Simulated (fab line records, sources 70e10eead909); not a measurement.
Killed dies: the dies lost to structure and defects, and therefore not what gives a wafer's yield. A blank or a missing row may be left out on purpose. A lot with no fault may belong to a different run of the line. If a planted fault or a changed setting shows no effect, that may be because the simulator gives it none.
Which tool is to blame? + flow nand_harc + 24 lots with 72 wafers sampled at 6 steps, on a route of 1302 steps

## WHAT THE GAUGES READ, wafer by wafer
NHARC_A_BONDPAD_INSPECT_23. Usual: raw_defect_count at 555, with a standard deviation of 130.
| lot  | measured     | on                | raw_defect_count | flag |
|------|--------------|-------------------|------------------|------|
| L074 | day 23 10:45 | defect_inspect-01 | 470 523 421      |      |
| L075 | day 23 21:59 | defect_inspect-01 | 583 561 465      |      |
| L079 | day 24 04:14 | defect_inspect-02 | 585 525 574      |      |
| L077 | day 24 06:55 | defect_inspect-01 | 645 406 577      |      |
| L076 | day 24 12:17 | defect_inspect-01 | 517 661 592      |      |
| L078 | day 24 12:37 | defect_inspect-02 | 386 481 496      |      |
| L080 | day 25 02:52 | defect_inspect-02 | 453 596 430      |      |
| L082 | day 25 16:20 | defect_inspect-01 | 454 432 408      |      |
| L081 | day 26 08:48 | defect_inspect-02 | 449 450 394      |      |
| L083 | day 27 01:16 | defect_inspect-02 | 492 660 399      |      |
| L084 | day 27 05:15 | defect_inspect-02 | 520 483 521      |      |
| L086 | day 27 14:10 | defect_inspect-02 | 929 552 834      |      |
| L085 | day 27 15:28 | defect_inspect-01 | 685 868 834      |      |
| L087 | day 28 14:50 | defect_inspect-02 | 791 508 526      |      |
| L088 | day 29 02:50 | defect_inspect-02 | 524 647 658      |      |
| L089 | day 29 03:47 | defect_inspect-01 | 604 466 581      |      |
| L090 | day 29 22:40 | defect_inspect-01 | 664 662 532      |      |
| L091 | day 30 11:31 | defect_inspect-01 | 679 593 698      |      |
| L092 | day 30 20:38 | defect_inspect-01 | 696 451 505      |      |
| L094 | day 31 02:53 | defect_inspect-02 | 355 435 442      |      |
| L093 | day 31 04:43 | defect_inspect-01 | 1052 611 557     |      |
| L096 | day 32 04:21 | defect_inspect-01 | 532 464 509      |      |
| L095 | day 33 07:07 | defect_inspect-01 | 735 686 574      |      |
| L097 | day 33 20:14 | defect_inspect-01 | 522 556 454      |      |

## TOOL THAT RAN EACH LOT (tool first, then ch and the chambers of the sampled wafers, then the start)
| lot  | NHARC_A_BLC_ETCH_18                           | NHARC_A_BLC_ALD_23                  | NHARC_A_M0_DEP_32               | NHARC_A_M1_ETCH_28                            | NHARC_A_BONDPAD_DEP_00                     |
|------|-----------------------------------------------|-------------------------------------|---------------------------------|-----------------------------------------------|--------------------------------------------|
| L074 | rie_diel-12 ch 2,3, day 22 21:22 or earlier   | ald_metal-01 ch 0,1,3, day 22 21:22 | pecvd-02 ch 0,1,2, day 23 02:08 | rie_diel-06 ch 0,2, day 23 06:52 or earlier   | pecvd-03 ch 0,1,2, day 23 06:52            |
| L075 | rie_diel-12 ch 0,1,2, day 23 07:44 or earlier | ald_metal-04 ch 0,1, day 23 07:44   | pecvd-04 ch 0,1,2, day 23 13:25 | rie_diel-06 ch 1,2, day 23 17:58 or earlier   | pecvd-02 ch 0,1,2, day 23 17:58            |
| L079 | rie_diel-12 ch 0,2,3, day 23 14:51 or earlier | ald_metal-01 ch 1,2,3, day 23 14:51 | pecvd-02 ch 1,2, day 23 19:47   | rie_diel-11 ch 0,1,3, day 24 00:22 or earlier | pecvd-01 ch 0,2, day 24 00:22              |
| L077 | rie_diel-10 ch 0,1, day 23 17:22 or earlier   | ald_metal-03 ch 0,2, day 23 17:22   | pecvd-01 ch 0,1, day 23 22:21   | rie_diel-06 ch 0,2,3, day 24 06:55 or earlier | pecvd-01 ch 0,1,2, day 24 06:55 or earlier |
| L076 | rie_diel-12 ch 1,2,3, day 23 22:27 or earlier | ald_metal-01 ch 1,2,3, day 23 22:27 | pecvd-01 ch 0,1,2, day 24 03:24 | rie_diel-11 ch 0,2,3, day 24 08:19 or earlier | pecvd-02 ch 1,2, day 24 08:19              |
| L078 | rie_diel-12 ch 2,3, day 23 22:56 or earlier   | ald_metal-03 ch 0,2,3, day 23 22:56 | pecvd-02 ch 0,1,2, day 24 03:56 | rie_diel-06 ch 0,2,3, day 24 08:39 or earlier | pecvd-01 ch 1,2, day 24 08:39              |
| L080 | rie_diel-08 ch 1,2, day 24 13:36 or earlier   | ald_metal-01 ch 0,3, day 24 13:36   | pecvd-02 ch 0,1,2, day 24 18:25 | rie_diel-11 ch 0,1,3, day 24 23:08 or earlier | pecvd-03 ch 0,1,2, day 24 23:08            |
| L082 | rie_diel-08 ch 0,1,2, day 25 02:40 or earlier | ald_metal-03 ch 0,2,3, day 25 02:40 | pecvd-02 ch 0,1,2, day 25 07:37 | rie_diel-13 ch 0,1,3, day 25 12:21 or earlier | pecvd-03 ch 0,1, day 25 12:21              |
| L081 | rie_diel-12 ch 0,2,3, day 25 19:29 or earlier | ald_metal-04 ch 0,1,2, day 25 19:29 | pecvd-04 ch 0,1,2, day 26 00:16 | rie_diel-11 ch 0,1,2, day 26 08:48 or earlier | pecvd-02 ch 0,1, day 26 08:48 or earlier   |
| L083 | rie_diel-12 ch 0,2, day 26 11:47 or earlier   | ald_metal-01 ch 0,2,3, day 26 11:47 | pecvd-04 ch 0,1,2, day 26 16:34 | rie_diel-06 ch 0,1,3, day 26 21:16 or earlier | pecvd-01 ch 0,2, day 26 21:16              |
| L084 | rie_diel-12 ch 0,1, day 26 15:20 or earlier   | ald_metal-03 ch 2,3, day 26 15:20   | pecvd-01 ch 0,1,2, day 26 20:14 | rie_diel-11 ch 0,1,3, day 27 01:15 or earlier | pecvd-02 ch 0,1,2, day 27 01:15            |
| L086 | rie_diel-08 ch 1,2,3, day 27 00:01 or earlier | ald_metal-01 ch 1,3, day 27 00:01   | pecvd-02 ch 0,1,2, day 27 05:03 | rie_diel-13 ch 1,2, day 27 10:02 or earlier   | pecvd-02 ch 0,1, day 27 10:02              |
| L085 | rie_diel-08 ch 0,3, day 27 01:17 or earlier   | ald_metal-04 ch 0,2,3, day 27 01:17 | pecvd-02 ch 0,1, day 27 06:36   | rie_diel-11 ch 1,3, day 27 11:29 or earlier   | pecvd-02 ch 0,1,2, day 27 11:29            |
| L087 | rie_diel-08 ch 0,2,3, day 28 00:56 or earlier | ald_metal-01 ch 0,1,2, day 28 00:56 | pecvd-01 ch 0,1, day 28 05:49   | rie_diel-11 ch 2,3, day 28 10:43 or earlier   | pecvd-03 ch 0,2, day 28 10:43              |
| L088 | rie_diel-12 ch 0,3, day 28 12:50 or earlier   | ald_metal-03 ch 0,2,3, day 28 12:50 | pecvd-04 ch 0,1, day 28 17:55   | rie_diel-11 ch 0,3, day 29 02:50 or earlier   | pecvd-02 ch 0,2, day 29 02:50 or earlier   |
| L089 | rie_diel-08 ch 0,2,3, day 28 13:40 or earlier | ald_metal-01 ch 1,2,3, day 28 13:40 | pecvd-02 ch 0,1,2, day 28 18:39 | rie_diel-13 ch 0,2,3, day 28 23:44 or earlier | pecvd-03 ch 0,1,2, day 28 23:44            |
| L090 | rie_diel-12 ch 2,3, day 29 08:47 or earlier   | ald_metal-04 ch 1,2, day 29 08:47   | pecvd-04 ch 0,2, day 29 13:31   | rie_diel-13 ch 1,2, day 29 18:17 or earlier   | pecvd-02 ch 1,2, day 29 18:17              |
| L091 | rie_diel-08 ch 2,3, day 29 21:38 or earlier   | ald_metal-04 ch 0,2,3, day 29 21:38 | pecvd-01 ch 0,1, day 30 02:46   | rie_diel-06 ch 0,2,3, day 30 07:35 or earlier | pecvd-03 ch 0,2, day 30 07:35              |
| L092 | rie_diel-08 ch 1,3, day 30 07:06 or earlier   | ald_metal-04 ch 0,1,3, day 30 07:06 | pecvd-01 ch 0,1,2, day 30 12:11 | rie_diel-06 ch 0,2,3, day 30 16:46 or earlier | pecvd-03 ch 0,2, day 30 16:46              |
| L094 | rie_diel-12 ch 0,3, day 30 13:37 or earlier   | ald_metal-04 ch 1,2,3, day 30 13:37 | pecvd-01 ch 0,1,2, day 30 18:24 | rie_diel-06 ch 1,2, day 30 23:02 or earlier   | pecvd-01 ch 0,1,2, day 30 23:02            |
| L093 | rie_diel-08 ch 2,3, day 30 15:11 or earlier   | ald_metal-03 ch 0,1,2, day 30 15:11 | pecvd-02 ch 0,1, day 30 20:00   | rie_diel-11 ch 0,1,2, day 31 00:49 or earlier | pecvd-02 ch 0,1, day 31 00:49              |
| L096 | rie_diel-12 ch 0,2,3, day 31 13:52 or earlier | ald_metal-03 ch 0,1,3, day 31 13:52 | pecvd-01 ch 0,1,2, day 31 19:07 | rie_diel-13 ch 0,1,3, day 31 23:49 or earlier | pecvd-02 ch 0,1,2, day 31 23:49            |
| L095 | rie_diel-12 ch 0,3, day 32 17:41 or earlier   | ald_metal-03 ch 0,2, day 32 17:41   | pecvd-04 ch 0,1,2, day 32 22:27 | rie_diel-06 ch 0,3, day 33 03:13 or earlier   | pecvd-01 ch 1,2, day 33 03:13              |
| L097 | rie_diel-12 ch 2,3, day 33 06:43 or earlier   | ald_metal-04 ch 0,1,3, day 33 06:43 | pecvd-04 ch 0,1,2, day 33 11:40 | rie_diel-13 ch 1,2, day 33 16:21 or earlier   | pecvd-02 ch 0,1,2, day 33 16:21            |
- NHARC_A_BLC_ETCH_18: etches the open film in C4F8/O2/Ar, target depth 910 nm.
- NHARC_A_BLC_ALD_23: deposits TiN, target thk 3 nm, pulse time 1 s, ald cycles 150.
- NHARC_A_M0_DEP_32: deposits SiCN, target thk 30 nm.
- NHARC_A_M1_ETCH_28: etches the open film in CF4/N2, target depth 30 nm, time 72.99 s.
- NHARC_A_BONDPAD_DEP_00: deposits SiCN, target thk 250 nm.

## WHAT THE TOOLS THEMSELVES READ (means of the sampled wafers that have a number; where no wafer has one, the mark that the record gives instead)
NHARC_A_BLC_ETCH_18. Usual: chamber_pressure_mTorr 25.000 mTorr, standard deviation 0.023; oes_product_au 0.948 a.u., standard deviation 0.022; rf_vpp_V 975 V, standard deviation 4.9.
| lot  | tool        | chamber_pressure_mTorr (mTorr) | oes_product_au (a.u.) | rf_vpp_V (V) | flag |
|------|-------------|--------------------------------|-----------------------|--------------|------|
| L074 | rie_diel-12 | 24.997                         | 0.942                 | 971          |      |
| L075 | rie_diel-12 | 24.994                         | 0.957                 | 974          |      |
| L079 | rie_diel-12 | 25.021                         | 0.963                 | 972          |      |
| L077 | rie_diel-10 | 24.991                         | 0.923                 | 976          |      |
| L076 | rie_diel-12 | 24.975                         | 0.968                 | 972          |      |
| L078 | rie_diel-12 | 25.008                         | 0.923                 | 970          |      |
| L080 | rie_diel-08 | 25.002                         | 0.970                 | 977          |      |
| L082 | rie_diel-08 | 24.985                         | 0.969                 | 975          |      |
| L081 | rie_diel-12 | 24.996                         | 0.941                 | 971          |      |
| L083 | rie_diel-12 | 25.004                         | 0.957                 | 973          |      |
| L084 | rie_diel-12 | 25.001                         | 0.926                 | 975          |      |
| L086 | rie_diel-08 | 24.992                         | 0.973                 | 980          |      |
| L085 | rie_diel-08 | 24.996                         | 0.979                 | 976          |      |
| L087 | rie_diel-08 | 24.993                         | 0.927                 | 977          |      |
| L088 | rie_diel-12 | 25.007                         | 0.937                 | 969          |      |
| L089 | rie_diel-08 | 24.977                         | 0.935                 | 978          |      |
| L090 | rie_diel-12 | 25.009                         | 0.965                 | 971          |      |
| L091 | rie_diel-08 | 25.025                         | 0.980                 | 983          |      |
| L092 | rie_diel-08 | 25.017                         | 0.935                 | 981          |      |
| L094 | rie_diel-12 | 24.983                         | 0.950                 | 970          |      |
| L093 | rie_diel-08 | 24.999                         | 0.928                 | 983          |      |
| L096 | rie_diel-12 | 25.005                         | 0.924                 | 971          |      |
| L095 | rie_diel-12 | 25.015                         | 0.929                 | 971          |      |
| L097 | rie_diel-12 | 24.979                         | 0.923                 | 971          |      |

NHARC_A_BLC_ALD_23. Usual: heater_power_w 1129 W, standard deviation 110; precursor_pulse_height_rel 1.001, standard deviation 0.02.
| lot  | tool         | heater_power_w (W) | precursor_pulse_height_rel | flag |
|------|--------------|--------------------|----------------------------|------|
| L074 | ald_metal-01 | 1142               | 1.001                      |      |
| L075 | ald_metal-04 | 1062               | 0.986                      |      |
| L079 | ald_metal-01 | 1176               | 0.983                      |      |
| L077 | ald_metal-03 | 1258               | 0.997                      |      |
| L076 | ald_metal-01 | 1145               | 1.006                      |      |
| L078 | ald_metal-03 | 1146               | 1.018                      |      |
| L080 | ald_metal-01 | 1175               | 1.025                      |      |
| L082 | ald_metal-03 | 1138               | 0.997                      |      |
| L081 | ald_metal-04 | 1083               | 1.023                      |      |
| L083 | ald_metal-01 | 1205               | 1.014                      |      |
| L084 | ald_metal-03 | 1258               | 1.007                      |      |
| L086 | ald_metal-01 | 1203               | 1.023                      |      |
| L085 | ald_metal-04 | 1104               | 0.986                      |      |
| L087 | ald_metal-01 | 1097               | 0.976                      |      |
| L088 | ald_metal-03 | 1127               | 1.002                      |      |
| L089 | ald_metal-01 | 1145               | 0.992                      |      |
| L090 | ald_metal-04 | 1034               | 0.999                      |      |
| L091 | ald_metal-04 | 1094               | 0.982                      |      |
| L092 | ald_metal-04 | 1090               | 1.012                      |      |
| L094 | ald_metal-04 | 1049               | 0.982                      |      |
| L093 | ald_metal-03 | 1176               | 0.998                      |      |
| L096 | ald_metal-03 | 1082               | 1.001                      |      |
| L095 | ald_metal-03 | 1168               | 1.007                      |      |
| L097 | ald_metal-04 | 1100               | 0.987                      |      |

NHARC_A_M0_DEP_32. Usual: heater_power_w at 642 W, with a standard deviation of 87.
| lot  | tool     | heater_power_w (W) | flag |
|------|----------|--------------------|------|
| L074 | pecvd-02 | 640                |      |
| L075 | pecvd-04 | 666                |      |
| L079 | pecvd-02 | 628                |      |
| L077 | pecvd-01 | 683                |      |
| L076 | pecvd-01 | 624                |      |
| L078 | pecvd-02 | 627                |      |
| L080 | pecvd-02 | 625                |      |
| L082 | pecvd-02 | 640                |      |
| L081 | pecvd-04 | 654                |      |
| L083 | pecvd-04 | 669                |      |
| L084 | pecvd-01 | 615                |      |
| L086 | pecvd-02 | 651                |      |
| L085 | pecvd-02 | 677                |      |
| L087 | pecvd-01 | 664                |      |
| L088 | pecvd-04 | 687                |      |
| L089 | pecvd-02 | 627                |      |
| L090 | pecvd-04 | 691                |      |
| L091 | pecvd-01 | 663                |      |
| L092 | pecvd-01 | 624                |      |
| L094 | pecvd-01 | 637                |      |
| L093 | pecvd-02 | 632                |      |
| L096 | pecvd-01 | 588                |      |
| L095 | pecvd-04 | 690                |      |
| L097 | pecvd-04 | 662                |      |

NHARC_A_M1_ETCH_28. Usual: value, then standard deviation, for each; chamber_pressure_mTorr 30.001 mTorr / 0.027; drypump_motor_current_A 5.5 A / 0.42; mfc_ar_sccm 150.0 sccm / 0.46; oes_product_au 0.999 a.u. / 0.0075; rf_vpp_V 313.4 V / 2; showerhead_plenum_p_Torr 2.59 Torr / 0.11; throttle_valve_pct 19.793 % / 0.0092.
| lot  | tool        | chamber_pressure_mTorr (mTorr) | drypump_motor_current_A (A) | mfc_ar_sccm (sccm) | oes_product_au (a.u.) | rf_vpp_V (V) | showerhead_plenum_p_Torr (Torr) | throttle_valve_pct (%) | flag |
|------|-------------|--------------------------------|-----------------------------|--------------------|-----------------------|--------------|---------------------------------|------------------------|------|
| L074 | rie_diel-06 | 29.977                         | 5.2                         | 150.2              | 0.994                 | 314.7        | 2.67                            | 19.785                 |      |
| L075 | rie_diel-06 | 29.973                         | 5.4                         | 150.1              | 0.991                 | 313.3        | 2.56                            | 19.800                 |      |
| L079 | rie_diel-11 | 29.989                         | 5.9                         | 149.9              | 0.991                 | 313.4        | 2.60                            | 19.796                 |      |
| L077 | rie_diel-06 | 30.019                         | 5.5                         | 150.4              | 0.999                 | 314.2        | 2.66                            | 19.789                 |      |
| L076 | rie_diel-11 | 29.990                         | 5.7                         | 150.0              | 1.004                 | 311.3        | 2.51                            | 19.795                 |      |
| L078 | rie_diel-06 | 29.996                         | 5.5                         | 149.8              | 1.003                 | 314.8        | 2.66                            | 19.781                 |      |
| L080 | rie_diel-11 | 30.013                         | 5.9                         | 150.2              | 1.001                 | 313.9        | 2.60                            | 19.791                 |      |
| L082 | rie_diel-13 | 29.977                         | 5.4                         | 149.8              | 1.003                 | 311.9        | 2.53                            | 19.789                 |      |
| L081 | rie_diel-11 | 29.991                         | 5.4                         | 149.8              | 1.002                 | 313.2        | 2.59                            | 19.797                 |      |
| L083 | rie_diel-06 | 29.988                         | 5.6                         | 149.9              | 0.993                 | 313.7        | 2.64                            | 19.801                 |      |
| L084 | rie_diel-11 | 30.023                         | 5.8                         | 150.2              | 1.000                 | 313.8        | 2.60                            | 19.792                 |      |
| L086 | rie_diel-13 | 30.026                         | 5.7                         | 149.7              | 0.994                 | 313.5        | 2.59                            | 19.790                 |      |
| L085 | rie_diel-11 | 30.003                         | 5.6                         | 149.9              | 1.002                 | 315.1        | 2.68                            | 19.794                 |      |
| L087 | rie_diel-11 | 29.966                         | 5.8                         | 150.2              | 1.004                 | 312.3        | 2.50                            | 19.791                 |      |
| L088 | rie_diel-11 | 30.006                         | 6.1                         | 150.1              | 1.004                 | 312.6        | 2.51                            | 19.796                 |      |
| L089 | rie_diel-13 | 30.020                         | 5.6                         | 150.2              | 1.001                 | 313.7        | 2.59                            | 19.800                 |      |
| L090 | rie_diel-13 | 30.004                         | 5.6                         | 150.3              | 0.994                 | 312.4        | 2.53                            | 19.786                 |      |
| L091 | rie_diel-06 | 29.975                         | 5.5                         | 150.1              | 0.999                 | 314.1        | 2.65                            | 19.797                 |      |
| L092 | rie_diel-06 | 29.981                         | 5.5                         | 149.9              | 0.998                 | 313.8        | 2.65                            | 19.795                 |      |
| L094 | rie_diel-06 | 30.012                         | 5.3                         | 149.8              | 1.001                 | 313.2        | 2.57                            | 19.790                 |      |
| L093 | rie_diel-11 | 30.004                         | 5.4                         | 149.6              | 0.995                 | 312.5        | 2.59                            | 19.797                 |      |
| L096 | rie_diel-13 | 30.017                         | 5.4                         | 149.7              | 1.009                 | 312.2        | 2.52                            | 19.791                 |      |
| L095 | rie_diel-06 | 30.020                         | 5.7                         | 150.0              | 1.003                 | 314.2        | 2.65                            | 19.790                 |      |
| L097 | rie_diel-13 | 30.016                         | 5.6                         | 149.9              | 1.001                 | 312.0        | 2.53                            | 19.791                 |      |

NHARC_A_BONDPAD_DEP_00. Usual: heater_power_w at 606 W, with a standard deviation of 95.
| lot  | tool     | heater_power_w (W) | flag |
|------|----------|--------------------|------|
| L074 | pecvd-03 | 559                |      |
| L075 | pecvd-02 | 618                |      |
| L079 | pecvd-01 | 620                |      |
| L077 | pecvd-01 | 561                |      |
| L076 | pecvd-02 | 653                |      |
| L078 | pecvd-01 | 542                |      |
| L080 | pecvd-03 | 544                |      |
| L082 | pecvd-03 | 557                |      |
| L081 | pecvd-02 | 671                |      |
| L083 | pecvd-01 | 612                |      |
| L084 | pecvd-02 | 640                |      |
| L086 | pecvd-02 | 667                |      |
| L085 | pecvd-02 | 681                |      |
| L087 | pecvd-03 | 474                |      |
| L088 | pecvd-02 | 653                |      |
| L089 | pecvd-03 | 508                |      |
| L090 | pecvd-02 | 585                |      |
| L091 | pecvd-03 | 518                |      |
| L092 | pecvd-03 | 529                |      |
| L094 | pecvd-01 | 616                |      |
| L093 | pecvd-02 | 721                |      |
| L096 | pecvd-02 | 684                |      |
| L095 | pecvd-01 | 544                |      |
| L097 | pecvd-02 | 655                |      |

## THE ANSWER, worked out from the rows above alone
Rule: a lot counts as off when the mean over its wafers that have a number is more than 3 standard deviations away from the usual mean. Also off: a lot with no number at a reading for which 4 or more lots have one. Any other lot the step has rows for is counted as sound. The gauges are gone through in route order, then the tools' own readings, and for those a lot's mean is taken as printed above. At the first step where some lot is off, the reading lying furthest off is the one used; lots without a number count as furthest.
Nothing can be told from this: no lot is off at any reading shown.

## WHAT THE SIMULATOR HAD PUT IN
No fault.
